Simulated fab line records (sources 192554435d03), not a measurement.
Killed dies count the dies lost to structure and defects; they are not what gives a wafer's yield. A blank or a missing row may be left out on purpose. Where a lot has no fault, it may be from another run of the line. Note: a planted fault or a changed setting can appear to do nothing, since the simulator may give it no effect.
Lot-split experiment | flow n5Finfet | 21 wafers read across 7 lots, on a route 1938 steps long

## SPLIT DETAILS
At N5_ZERO_LAYER_EXPOSE_08 (exposes mask ZERO, defocus 0 nm, target cd 2000 nm), the setting doseMj was moved away from the recipe's 16.2 on 6 of the 21 wafers read, by -6.9% to +4.9%. The other wafers ran this setting at the recipe's value.

## FROM THE SPLIT TO THE READING: what the file shows between them, 3 steps
- N5_ZERO_LAYER_PEB_09
- N5_ZERO_LAYER_DEVELOP_10: develop time 60 s
- N5_ZERO_LAYER_HARDBAKE_23: time 120 s

## THE READING
cdNm (nm) at N5_ZERO_LAYER_CD_MEAS_11, where the cd target is 2000 nm. Fault-free wafers of this fab line usually give 2000.6 nm, standard deviation 2.3 nm.

wafer  | tool, chamber at the split | doseMj as run | against the recipe | cdNm, nm | against lot-mates on the recipe
L077.1 | krfScanner-01, 0           | 16.2          | recipe             | 2006.3   | -
L077.2 | krfScanner-01, 0           | 15.08         | -6.9%              | 1988.6   | -15.0
L077.6 | krfScanner-01, 0           | 16.2          | recipe             | 2000.9   | -
L079.2 | krfScanner-01, 0           | 16.2          | recipe             | 2001.4   | -
L079.4 | krfScanner-01, 0           | 16.2          | recipe             | 2001.6   | -
L079.6 | krfScanner-01, 0           | 16.2          | recipe             | 1999.2   | -
L080.3 | krfScanner-01, 0           | 17            | +4.9%              | 2010.1   | +10.7
L080.4 | krfScanner-01, 0           | 16.2          | recipe             | 1999.4   | -
L080.6 | krfScanner-01, 0           | 17            | +4.9%              | 2006.8   | +7.4
L081.1 | krfScanner-01, 0           | 16.2          | recipe             | 1997.7   | -
L081.2 | krfScanner-01, 0           | 15.77         | -2.7%              | 1990.7   | -7.5
L081.3 | krfScanner-01, 0           | 16.2          | recipe             | 1998.8   | -
L083.1 | krfScanner-02, 0           | 15.59         | -3.8%              | 1993.8   | -2.6
L083.3 | krfScanner-02, 0           | 16.2          | recipe             | 1996.4   | -
L083.6 | krfScanner-02, 0           | 15.59         | -3.8%              | 1991.8   | -4.6
L085.2 | krfScanner-02, 0           | 16.2          | recipe             | 2002.8   | -
L085.4 | krfScanner-02, 0           | 16.2          | recipe             | 2000.8   | -
L085.6 | krfScanner-02, 0           | 16.2          | recipe             | 1998.6   | -
L096.4 | krfScanner-01, 0           | 16.2          | recipe             | 2008.2   | -
L096.5 | krfScanner-01, 0           | 16.2          | recipe             | 2004.9   | -
L096.6 | krfScanner-01, 0           | 16.2          | recipe             | 2003.8   | -

THE FIT
A straight line over all 21 wafers: cdNm changes by +1.87 nm for each +1% of doseMj; r = +0.83; the points scatter about the line by 3.2 nm.
The same after taking each lot's own level away (the mean of its wafers on the recipe; 21 wafers): +1.82 nm for each +1%; r = +0.92; scatter 2 nm.
The reading moves by 13 nm for the largest change in doseMj, on that fit.
From 1996.40 to 2005.63 nm: that is the span of the lots' own levels, equal to 4.0 times the standard deviation above.
The two slopes are in agreement: the lot-to-lot level therefore moves the slope only a little.
Check: -11 nm against its lot-mates is what the line predicts for one of the wafers moved furthest among these (-6.9%) when that wafer is left out of the fit. Against them it came out at -15 nm.

## THE OTHER SPLITS THESE WAFERS WENT THROUGH
These wafers also went through other splits before the reading. Each is held against what the fit with the lots' levels taken away leaves over:
other split on the same wafers | wafers away from the commonest value | r with cdNm (lot level and that fit taken away)
N5_ZERO_LAYER_COAT_05 spinRpm  | 5                                    | +0.55

## FILE'S OWN FIT
cdNm changes by +1.95 nm for each +1% of doseMj, r = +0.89.
